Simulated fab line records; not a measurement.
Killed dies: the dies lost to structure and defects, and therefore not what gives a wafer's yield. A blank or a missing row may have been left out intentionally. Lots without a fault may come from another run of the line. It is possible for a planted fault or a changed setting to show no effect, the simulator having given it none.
Matching of chambers -- flow n5 finfet -- N5_BEOL_M0_SAQP_STRIP_75 on rie diel-03: 4 sister chambers
The step strips in CF4. 22 wafers are shown with their chamber, then 11 later ones without.

WAFERS, EACH WITH ITS CHAMBER
wafer,chamber,showerhead plenum p Torr (Torr),drypump motor current A (A),throttle valve pct (%)
L075.2,0,1.77,4.7,13.31
L075.3,1,1.85,6.1,13.71
L075.6,2,1.70,5.3,13.81
L078.1,1,1.84,6.0,13.69
L078.4,2,1.70,5.3,13.84
L078.6,0,1.77,4.8,13.32
L079.1,2,1.70,5.3,13.85
L079.3,3,1.91,5.5,13.27
L079.5,3,1.91,5.5,13.29
L084.2,1,1.84,6.1,13.71
L084.4,3,1.91,5.5,13.30
L084.5,3,1.91,5.5,13.31
L085.2,2,1.70,5.3,13.86
L085.3,3,1.91,5.5,13.30
L085.4,0,1.76,4.8,13.34
L086.2,2,1.70,5.3,13.86
L086.3,1,1.84,6.1,13.74
L086.4,0,1.76,4.7,13.34
L088.1,2,1.70,5.3,13.87
L088.2,3,1.91,5.5,13.32
L088.4,1,1.84,6.0,13.74
L089.2,1,1.84,6.0,13.75

SIGNATURES (averages over the wafers above)
reading,chamber 0,chamber 1,chamber 2,chamber 3,scatter within a chamber
showerhead plenum p Torr,1.7650,1.8417,1.7000,1.9100,0.00319
drypump motor current A,4.750,6.050,5.300,5.500,0.0373
throttle valve pct,13.3275,13.7233,13.8483,13.2983,0.02
Rule: distance of a wafer from a chamber = root of the sum over the readings of ((wafer's reading minus chamber's mean) / reading's scatter) squared. The wafer belongs to the nearest chamber; if the next one is less than 2 further off, it can't be placed. The scatter: take each reading less its chamber's mean, square it, sum over the shown wafers, divide by the number of wafers less the number of chambers, and take the root.

WAFERS MISSING THEIR CHAMBER
wafer,showerhead plenum p Torr (Torr),drypump motor current A (A),throttle valve pct (%)
L089.3,1.91,5.5,13.32
L089.5,1.84,6.0,13.74
L090.2,1.76,4.7,13.37
L090.3,1.90,5.5,13.33
L090.6,1.90,5.5,13.34
L092.1,1.76,4.8,13.39
L092.2,1.90,5.5,13.34
L092.6,1.76,4.8,13.38
L094.1,1.76,4.8,13.40
L094.2,1.90,5.5,13.35
L094.3,1.84,6.0,13.77

WHICH CHAMBER EACH ONE RAN IN
wafer,from the rows above,in truth
L089.3,3,3
L089.5,1,1
L090.2,0,0
L090.3,3,3
L090.6,3,3
L092.1,0,0
L092.2,3,3
L092.6,0,0
L094.1,0,0
L094.2,3,3
L094.3,1,1
Correct placement for 11 of the 11. Number that these rows cannot place: 0. Placed wrongly: 0.
